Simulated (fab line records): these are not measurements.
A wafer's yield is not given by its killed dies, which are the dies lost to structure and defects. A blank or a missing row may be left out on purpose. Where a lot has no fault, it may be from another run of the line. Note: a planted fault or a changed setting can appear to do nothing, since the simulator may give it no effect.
Problem report, 8D (eight disciplines) form, completed by code -- flow nand-harc -- the parts of the form that need people (team, actions taken, sign-off) are left out

## 1. WHAT WENT WRONG
Wafers without a fault read 130.3 nm, standard deviation 0.64; cd-nm at NHARC_P_M1_CD_MEAS_09 reads a mean of 139.0 nm on 3 wafers belonging to 2 lots. That puts it +14 standard deviations away from the usual mean.
The step: target cd 130 nm.
Earliest sighting: wafer L289.3 on cd-sem-01 at day 8 03:07. The record holds 32 wafers of 11 lots with a number at this step. Rule for "out" (also "out of limits"): further than 4 standard deviations from the usual mean. Any other wafer with a number is counted as sound.

## 2. WHAT IT IS, WHAT IT ISN'T
question,is,is not
which readings at this step,cd-nm,-
which lots,"L289, L292","L281, L285, L295, L297, L299, L300, L301, L303, L304"
which wafers of those lots,"L289.3, L289.4, L292.4","L292.2, L292.6"
read on which gauges,"cd-sem-01, cd-sem-02",cd-sem-03
when,from day 8 03:07,"up to then (6 sound wafers); but 23 sound wafers of L292, L295, L297, L299, L300, L301, L303, L304 came after"

## 3. THE SUSPECTS, EACH WITH WHAT RULES IT OUT
Counting: if a tool at a process step up to the reading ran every lot that is out, it stays a suspect. Sound lots after the first of them don't rule it out here, since some wafers of a struck lot are sound.
- the gauge at NHARC_P_M1_CD_MEAS_09 has been ruled out. Those wafers that are out were read across 2 gauges (cd-sem-01, cd-sem-02).
- arfi-scanner-01 at NHARC_P_M1_EXPOSE_06 (exposes mask P M1, target cd 130 nm): kept. It ran every lot that is out, first L289 (day 8 02:58).
Left after counting: arfi-scanner-01 at NHARC_P_M1_EXPOSE_06.

## 4. THE CAUSE (what the simulator had put in)
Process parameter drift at NHARC_P_M1_EXPOSE_06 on arfi-scanner-01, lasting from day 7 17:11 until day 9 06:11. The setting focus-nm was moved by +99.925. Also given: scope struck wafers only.
Only this tool survived the counting.

## 5. THE EFFECT CHAIN, in route order
One row per reading whose mean, taken over the struck wafers that have a number, lies over 3 standard deviations from the usual. Only readings for which the record gives a usual standard deviation are gone through. hours: the time from each lot's start at the first step in this table that gives one to its start at this step, as a median over the lots. sigmas: the change in usual standard deviations.
hours,step,reading,usual,on struck wafers,change,sigmas
0,NHARC_P_M1_CD_MEAS_09,cd-nm,130.3 nm,139.0,+8.7,+14
Later measuring or inspecting steps at which every struck wafer that the step has a row for has a number for every such reading, and none has moved that far: NHARC_P_M1_OVL_MEAS_10.

## 6. HOW IT WOULD HAVE BEEN CAUGHT EARLIER
The first out-of-limits reading at a measuring or inspecting step in this record came at day 8 03:07, 10 hours after the fault's start at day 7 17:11.
No tool reading at NHARC_P_M1_EXPOSE_06 that has a usual standard deviation in the record was out on any struck wafer, so an alarm limit of 4 standard deviations on those readings would not have fired.
Lots out: 2; of these, L292 started NHARC_P_M1_EXPOSE_06 on arfi-scanner-01 after day 8 03:07. A tool hold placed at that time would have kept it from harm.
